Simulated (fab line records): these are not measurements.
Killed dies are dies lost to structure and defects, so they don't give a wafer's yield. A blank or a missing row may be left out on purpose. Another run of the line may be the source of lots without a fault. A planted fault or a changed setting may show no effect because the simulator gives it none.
Chamber matching + flow n5 finfet + rie si-01 running N5_BEOL_M0_SAQP_MANDREL2_REMOVE_110: 4 sister chambers
The step chemistry HBr/Cl2/O2, target a-Si, stops on SiCN, bt time 10 s. 16 wafers are shown with their chamber, then 8 later ones without.

EACH WAFER AND ITS CHAMBER
| wafer  | chamber | drypump motor current A (A) | throttle valve pct (%) | oes_o_777_au (a.u.) |
|--------|---------|-----------------------------|------------------------|---------------------|
| L074.2 | 1       | 5.8                         | 36.57                  | 0.99                |
| L074.3 | 3       | 5.6                         | 36.54                  | 1.03                |
| L074.4 | 0       | 6.4                         | 36.14                  | 1.06                |
| L078.1 | 2       | 5.3                         | 36.73                  | 1.04                |
| L078.4 | 1       | 5.8                         | 36.57                  | 1.00                |
| L078.5 | 0       | 6.4                         | 36.15                  | 1.04                |
| L084.1 | 2       | 5.3                         | 36.73                  | 1.04                |
| L084.2 | 3       | 5.6                         | 36.56                  | 1.03                |
| L084.6 | 3       | 5.6                         | 36.55                  | 1.04                |
| L087.1 | 0       | 6.4                         | 36.15                  | 1.05                |
| L087.2 | 1       | 5.8                         | 36.58                  | 0.99                |
| L087.3 | 3       | 5.6                         | 36.57                  | 1.04                |
| L091.1 | 2       | 5.3                         | 36.71                  | 1.05                |
| L091.2 | 1       | 5.9                         | 36.59                  | 0.99                |
| L091.3 | 3       | 5.6                         | 36.56                  | 1.03                |
| L092.2 | 1       | 5.8                         | 36.58                  | 1.00                |

SIGNATURES, as means of the wafers listed above
| reading                 | chamber 0 | chamber 1 | chamber 2 | chamber 3 | scatter within a chamber |
|-------------------------|-----------|-----------|-----------|-----------|--------------------------|
| drypump motor current A | 6.400     | 5.820     | 5.300     | 5.600     | 0.0258                   |
| throttle valve pct      | 36.1467   | 36.5780   | 36.7233   | 36.5560   | 0.00972                  |
| oes_o_777_au            | 1.0500    | 0.9940    | 1.0433    | 1.0340    | 0.0065                   |
Rule: a wafer's distance from a chamber is the root of the sum, over the readings, of the square of ((its reading less the chamber's mean) divided by the reading's scatter). The wafer belongs to the nearest chamber; if the next one is less than 2 further off, it can't be placed. The scatter is the square root of a quotient: the sum, over the shown wafers, of each reading's squared deviation from its chamber's mean, divided by wafers minus chambers.

WAFERS WITHOUT THEIR CHAMBER
| wafer  | drypump motor current A (A) | throttle valve pct (%) | oes_o_777_au (a.u.) |
|--------|-----------------------------|------------------------|---------------------|
| L092.4 | 5.3                         | 36.73                  | 1.04                |
| L092.5 | 5.3                         | 36.71                  | 1.03                |
| L096.1 | 6.4                         | 36.16                  | 1.06                |
| L096.3 | 5.3                         | 36.72                  | 1.04                |
| L096.6 | 5.6                         | 36.54                  | 1.04                |
| L097.3 | 5.9                         | 36.58                  | 1.01                |
| L097.4 | 5.6                         | 36.55                  | 1.03                |
| L097.6 | 5.8                         | 36.56                  | 0.99                |

EACH ONE'S CHAMBER
| wafer  | from the rows above | in truth |
|--------|---------------------|----------|
| L092.4 | 2                   | 2        |
| L092.5 | 2                   | 2        |
| L096.1 | 0                   | 0        |
| L096.3 | 2                   | 2        |
| L096.6 | 3                   | 3        |
| L097.3 | 1                   | 1        |
| L097.4 | 3                   | 3        |
| L097.6 | 1                   | 1        |
Correctly placed: 8 of 8. Can't be placed from these rows: 0. Placed wrongly: 0.
